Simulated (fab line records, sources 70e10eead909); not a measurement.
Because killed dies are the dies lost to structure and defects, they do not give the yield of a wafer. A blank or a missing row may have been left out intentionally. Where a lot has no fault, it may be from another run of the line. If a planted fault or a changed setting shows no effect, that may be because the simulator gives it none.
Which tool was responsible? -- flow nand harc -- 14 lots, 42 wafers sampled, at 4 steps of a route of 1159

## WHAT THE GAUGES SHOWED, per wafer
No reading from a measuring or inspecting step in the record can be judged against a usual standard deviation.

## EACH LOT AND THE TOOL THAT RAN IT (in order: tool; ch and the chambers of the sampled wafers; start)
lot,NHARC_A_STAIRCASE_TRIM_200,NHARC_A_STAIRCASE_ETCH_201,NHARC_A_STAIRCASE_TRIM_224,NHARC_A_STAIRCASE_ETCH_227
L970,"rie diel-11 ch 0,2,3, day 10 21:53 or earlier","rie diel-11 ch 0,2,3, day 10 21:53 or earlier","rie diel-03 ch 1,2,3, day 10 21:53","rie diel-03 ch 0,2,3, no start"
L973,"rie diel-11 ch 0,1,2, day 11 17:46 or earlier","rie diel-11 ch 0,1,3, day 11 17:46 or earlier","rie diel-11 ch 1,3, day 11 17:46","rie diel-11 ch 1,2,3, no start"
L974,"rie diel-03 ch 1,2,3, day 12 04:58 or earlier","rie diel-03 ch 1,2,3, day 12 04:58 or earlier","rie diel-03 ch 0,2, day 12 04:58","rie diel-03 ch 0,3, no start"
L975,"rie diel-11 ch 0,1, day 12 05:26 or earlier","rie diel-11 ch 0,1,3, day 12 05:26 or earlier","rie diel-02 ch 0,3, day 12 05:26","rie diel-02 ch 1,3, no start"
L976,"rie diel-11 ch 0,2, day 13 01:05 or earlier","rie diel-11 ch 0,1,2, day 13 01:05 or earlier","rie diel-11 ch 0,1,3, day 13 01:05","rie diel-11 ch 1,2, no start"
L977,"rie diel-02 ch 0,2, day 13 01:03 or earlier","rie diel-02 ch 0,1, day 13 01:03 or earlier","rie diel-02 ch 1,2,3, day 13 01:03","rie diel-02 ch 1,3, no start"
L978,"rie diel-11 ch 0,1,2, day 13 05:14 or earlier","rie diel-11 ch 1,2,3, day 13 05:14 or earlier","rie diel-03 ch 2,3, day 13 05:14","rie diel-03 ch 0,3, no start"
L980,"rie diel-03 ch 0,3, day 13 06:46 or earlier","rie diel-03 ch 0,2,3, day 13 06:46 or earlier","rie diel-03 ch 0,3, day 13 06:46","rie diel-03 ch 0,2, no start"
L979,"rie diel-02 ch 0,1,3, day 13 10:48 or earlier","rie diel-02 ch 1,2,3, day 13 10:48 or earlier","rie diel-02 ch 1,2,3, day 13 10:48","rie diel-02 ch 0,2,3, no start"
L982,"rie diel-03 ch 0,1,3, day 14 14:01 or earlier","rie diel-03 ch 0,1,3, day 14 14:01 or earlier","rie diel-02 ch 0,2,3, day 14 14:01","rie diel-02 ch 0,1,3, no start"
L988,"rie diel-11 ch 0,1,3, day 15 04:05 or earlier","rie diel-11 ch 0,1,2, day 15 04:05 or earlier","rie diel-02 ch 0,2,3, day 15 04:05","rie diel-02 ch 0,1,2, no start"
L987,"rie diel-02 ch 0,1, day 15 10:17 or earlier","rie diel-02 ch 0,1, day 15 10:17 or earlier","rie diel-02 ch 0,2,3, day 15 10:17","rie diel-02 ch 1,2, no start"
L990,"rie diel-11 ch 1,2,3, day 15 16:14 or earlier","rie diel-11 ch 0,1,2, day 15 16:14 or earlier","rie diel-03 ch 0,2,3, day 15 16:14","rie diel-03 ch 0,1,2, no start"
L991,"rie diel-02 ch 2,3, day 16 11:19 or earlier","rie diel-02 ch 0,2,3, day 16 11:19 or earlier","rie diel-03 ch 0,1,2, day 16 11:19","rie diel-03 ch 0,1, no start"
- NHARC_A_STAIRCASE_TRIM_200: chemistry O2, time 211.2 s.
- NHARC_A_STAIRCASE_ETCH_201: etches the open film in C4F8/O2, target depth 100 nm, time 40.5 s.
- NHARC_A_STAIRCASE_TRIM_224: chemistry O2, time 211.2 s.
- NHARC_A_STAIRCASE_ETCH_227: etches the open film in C4F8/O2, target depth 100 nm, time 40.5 s.

## AS READ BY THE TOOLS THEMSELVES (means over the sampled wafers that have a number; for cases with no such wafer, the mark the record gives instead)
NHARC_A_STAIRCASE_TRIM_200. Usual: drypump motor current A 5.8 A, standard deviation 0.64; oes product au 0.998 a.u., standard deviation 0.014; rf vpp V 57.8 V, standard deviation 0.94; run length s 232.5 s, standard deviation 0.3; showerhead plenum p Torr 3.51 Torr, standard deviation 0.19; throttle valve pct 17.036 %, standard deviation 0.0098.
lot,tool,drypump motor current A (A),oes product au (a.u.),rf vpp V (V),run length s (s),showerhead plenum p Torr (Torr),throttle valve pct (%),flag
L970,rie diel-11,6.1,0.990,57.3,232.4,3.49,17.038,
L973,rie diel-11,6.1,0.997,58.5,232.4,3.48,17.035,
L974,rie diel-03,5.4,0.993,57.4,232.6,3.51,17.036,
L975,rie diel-11,6.4,0.994,58.1,232.5,3.63,17.039,
L976,rie diel-11,6.4,1.000,57.1,233.1,3.48,17.036,
L977,rie diel-02,6.2,0.996,57.3,232.7,3.65,17.034,
L978,rie diel-11,6.2,0.994,57.8,232.6,3.47,17.032,
L980,rie diel-03,5.6,1.000,57.8,232.3,3.47,17.021,
L979,rie diel-02,5.7,1.001,59.0,232.8,3.62,17.043,
L982,rie diel-03,5.5,1.006,57.4,232.6,3.50,17.043,
L988,rie diel-11,5.9,0.988,57.8,232.4,3.48,17.031,
L987,rie diel-02,5.5,1.001,58.5,232.5,3.73,17.025,
L990,rie diel-11,5.6,0.992,57.6,232.5,3.32,17.032,
L991,rie diel-02,6.4,1.012,56.7,232.5,3.52,17.049,

NHARC_A_STAIRCASE_ETCH_201. Usual: oes product au 0.940 a.u., standard deviation 0.017; rf vpp V 895 V, standard deviation 6.7.
lot,tool,oes product au (a.u.),rf vpp V (V),flag
L970,rie diel-11,0.947,895,
L973,rie diel-11,0.939,893,
L974,rie diel-03,0.948,894,
L975,rie diel-11,0.919,895,
L976,rie diel-11,0.936,894,
L977,rie diel-02,0.940,903,
L978,rie diel-11,0.922,889,
L980,rie diel-03,0.948,899,
L979,rie diel-02,0.963,897,
L982,rie diel-03,0.941,894,
L988,rie diel-11,0.935,893,
L987,rie diel-02,0.952,902,
L990,rie diel-11,0.926,893,
L991,rie diel-02,0.956,898,

NHARC_A_STAIRCASE_TRIM_224. Usual: drypump motor current A 5.8 A, standard deviation 0.62; oes product au 1.001 a.u., standard deviation 0.013; rf vpp V 57.9 V, standard deviation 0.89; run length s 232.48 s, standard deviation 0.27; showerhead plenum p Torr 3.57 Torr, standard deviation 0.18; throttle valve pct 17.036 %, standard deviation 0.0093.
lot,tool,drypump motor current A (A),oes product au (a.u.),rf vpp V (V),run length s (s),showerhead plenum p Torr (Torr),throttle valve pct (%),flag
L970,rie diel-03,5.4,0.997,58.3,232.56,3.52,17.032,
L973,rie diel-11,5.5,0.978,57.9,232.19,3.34,17.034,
L974,rie diel-03,5.6,1.006,58.2,232.81,3.76,17.035,
L975,rie diel-02,5.1,1.006,58.3,232.41,3.66,17.031,
L976,rie diel-11,5.9,0.974,57.5,232.44,3.49,17.032,
L977,rie diel-02,6.3,1.000,56.6,232.49,3.56,17.043,
L978,rie diel-03,5.6,1.013,57.6,232.39,3.46,17.045,
L980,rie diel-03,5.6,0.999,57.6,232.58,3.47,17.034,
L979,rie diel-02,6.3,1.007,57.9,232.45,3.56,17.033,
L982,rie diel-02,5.7,0.995,57.6,232.46,3.59,17.037,
L988,rie diel-02,5.7,0.996,57.9,160.92,3.59,17.032,OFF
L987,rie diel-02,5.7,1.008,57.6,161.20,3.59,17.039,OFF
L990,rie diel-03,5.6,1.011,57.7,232.66,3.60,17.034,
L991,rie diel-03,5.5,1.008,58.1,232.48,3.64,17.034,

NHARC_A_STAIRCASE_ETCH_227. Usual: oes product au 0.940 a.u., standard deviation 0.013; rf vpp V 897 V, standard deviation 6.8.
lot,tool,oes product au (a.u.),rf vpp V (V),flag
L970,rie diel-03,0.946,900,
L973,rie diel-11,0.930,888,
L974,rie diel-03,0.951,899,
L975,rie diel-02,0.963,898,
L976,rie diel-11,0.946,888,
L977,rie diel-02,0.944,899,
L978,rie diel-03,0.947,898,
L980,rie diel-03,0.949,905,
L979,rie diel-02,0.946,898,
L982,rie diel-02,0.938,899,
L988,rie diel-02,0.962,901,
L987,rie diel-02,0.967,898,
L990,rie diel-03,0.956,900,
L991,rie diel-03,0.924,895,

## THE ANSWER, worked out from the rows above alone
Rule: a lot is off if the mean of its wafers that have a number lies more than 3 standard deviations from the usual mean. A lot without any number at a reading at which 4 lots or more have one is off too. Where the step has rows for the other lots, those lots are counted as sound. Order of review: gauges by route order, followed by the tools' own readings, for which a lot's mean as printed above is used. The first step at which some lot is off is used, and at that step the reading that is off furthest; a lot without a number counts as furthest.
Off at NHARC_A_STAIRCASE_TRIM_224 (run length s): L988, L987.
If a tool, at that step or one of the process steps before it, ran each lot that is off and ran no sound lot following the first of them, it fits. With no start given for some of its lots, NHARC_A_STAIRCASE_TRIM_200 uses the hours and lot order of NHARC_A_STAIRCASE_TRIM_224. With no start given for some of its lots, NHARC_A_STAIRCASE_ETCH_201 uses the hours and lot order of NHARC_A_STAIRCASE_TRIM_224. One candidate fits, namely rie diel-02 at NHARC_A_STAIRCASE_TRIM_224. Its last sound lot is L982 (day 14 14:01), its first lot that is off L988 (day 15 04:05): a fault that began between those two fits.
On the lots that are off, the tool's own readings at NHARC_A_STAIRCASE_TRIM_224 differ by more than 5 times the standard deviation of the sound lots' means, which bears it out; run length s reads 161.06 s there versus 232.49 s on the sound lots.

## WHAT THE SIMULATOR HAD INSERTED
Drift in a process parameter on rie diel-02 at NHARC_A_STAIRCASE_TRIM_224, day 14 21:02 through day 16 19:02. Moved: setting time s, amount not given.
Struck lots among those shown: L988, L987. This agrees with what the rule above found.
